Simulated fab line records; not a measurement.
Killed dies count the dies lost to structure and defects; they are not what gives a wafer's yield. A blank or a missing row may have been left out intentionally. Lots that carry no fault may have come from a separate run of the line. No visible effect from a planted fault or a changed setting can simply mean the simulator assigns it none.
Chamber matching | flow n5 finfet | N5_BEOL_M7_ETCH_61 on rie diel-05: 4 sister chambers
The step etches SiARC in CF4, target depth 45.5 nm, time 75.8 s. 24 wafers are shown with their chamber, then 12 later ones without.

== EACH WAFER AND ITS CHAMBER ==
wafer  | chamber | showerhead plenum p Torr (Torr) | throttle valve pct (%) | oes product au (a.u.)
L074.3 | 3       | 2.23                            | 15.83                  | 0.61
L074.4 | 1       | 2.04                            | 15.46                  | 0.60
L074.5 | 1       | 2.04                            | 15.46                  | 0.60
L076.1 | 2       | 2.18                            | 15.82                  | 0.57
L076.4 | 0       | 2.06                            | 15.84                  | 0.64
L076.6 | 1       | 2.04                            | 15.49                  | 0.60
L080.3 | 3       | 2.22                            | 15.86                  | 0.61
L080.4 | 1       | 2.04                            | 15.50                  | 0.59
L080.5 | 3       | 2.22                            | 15.87                  | 0.60
L077.3 | 3       | 2.22                            | 15.87                  | 0.61
L077.5 | 0       | 2.06                            | 15.86                  | 0.62
L077.6 | 1       | 2.04                            | 15.51                  | 0.59
L079.3 | 1       | 2.04                            | 15.50                  | 0.59
L079.4 | 3       | 2.22                            | 15.86                  | 0.61
L079.6 | 0       | 2.06                            | 15.86                  | 0.62
L083.2 | 1       | 2.04                            | 15.50                  | 0.59
L083.5 | 2       | 2.18                            | 15.31                  | 0.85
L083.6 | 1       | 2.04                            | 15.51                  | 0.59
L084.1 | 2       | 2.18                            | 15.33                  | 0.81
L084.3 | 0       | 2.06                            | 15.87                  | 0.62
L084.4 | 3       | 2.22                            | 15.85                  | 0.60
L085.1 | 2       | 2.18                            | 15.34                  | 0.79
L085.4 | 1       | 2.04                            | 15.50                  | 0.58
L085.6 | 0       | 2.05                            | 15.86                  | 0.62

SIGNATURES (means of the wafers above)
reading                  | chamber 0 | chamber 1 | chamber 2 | chamber 3 | scatter within a chamber
showerhead plenum p Torr | 2.0580    | 2.0400    | 2.1800    | 2.2217    | 0.00286
throttle valve pct       | 15.8580   | 15.4922   | 15.4500   | 15.8567   | 0.0968
oes product au           | 0.6240    | 0.5922    | 0.7550    | 0.6067    | 0.0491
Rule: a wafer's distance from a chamber is the root of the sum, over the readings, of the square of ((its reading less the chamber's mean) divided by the reading's scatter). If the next closest chamber is less than 2 further off than the closest, the wafer can't be placed; otherwise it belongs to the closest. The scatter: take each reading less its chamber's mean, square it, sum over the shown wafers, divide by the number of wafers less the number of chambers, and take the root.

== WAFERS WITH NO CHAMBER GIVEN ==
wafer  | showerhead plenum p Torr (Torr) | throttle valve pct (%) | oes product au (a.u.)
L086.1 | 2.22                            | 15.90                  | 0.59
L086.3 | 2.04                            | 15.51                  | 0.58
L086.5 | 2.22                            | 15.90                  | 0.60
L088.1 | 2.22                            | 15.89                  | 0.59
L088.3 | 2.05                            | 15.89                  | 0.62
L088.4 | 2.22                            | 15.90                  | 0.60
L091.2 | 2.21                            | 15.92                  | 0.59
L091.3 | 2.05                            | 15.89                  | 0.61
L091.6 | 2.17                            | 15.37                  | 0.77
L095.1 | 2.17                            | 15.38                  | 0.77
L095.3 | 2.05                            | 15.92                  | 0.60
L095.4 | 2.29                            | 15.06                  | 0.81

== WHICH CHAMBER EACH WENT THROUGH ==
wafer  | from the rows above | in truth
L086.1 | 3                   | 3
L086.3 | 1                   | 1
L086.5 | 3                   | 3
L088.1 | 3                   | 3
L088.3 | 0                   | 0
L088.4 | 3                   | 3
L091.2 | 3                   | 3
L091.3 | 0                   | 0
L091.6 | 2                   | 2
L095.1 | 2                   | 2
L095.3 | 0                   | 0
L095.4 | 3                   | 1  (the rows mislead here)
Correctly placed: 11 of 12. Not placeable from these rows: 0. Number placed wrongly: 1.
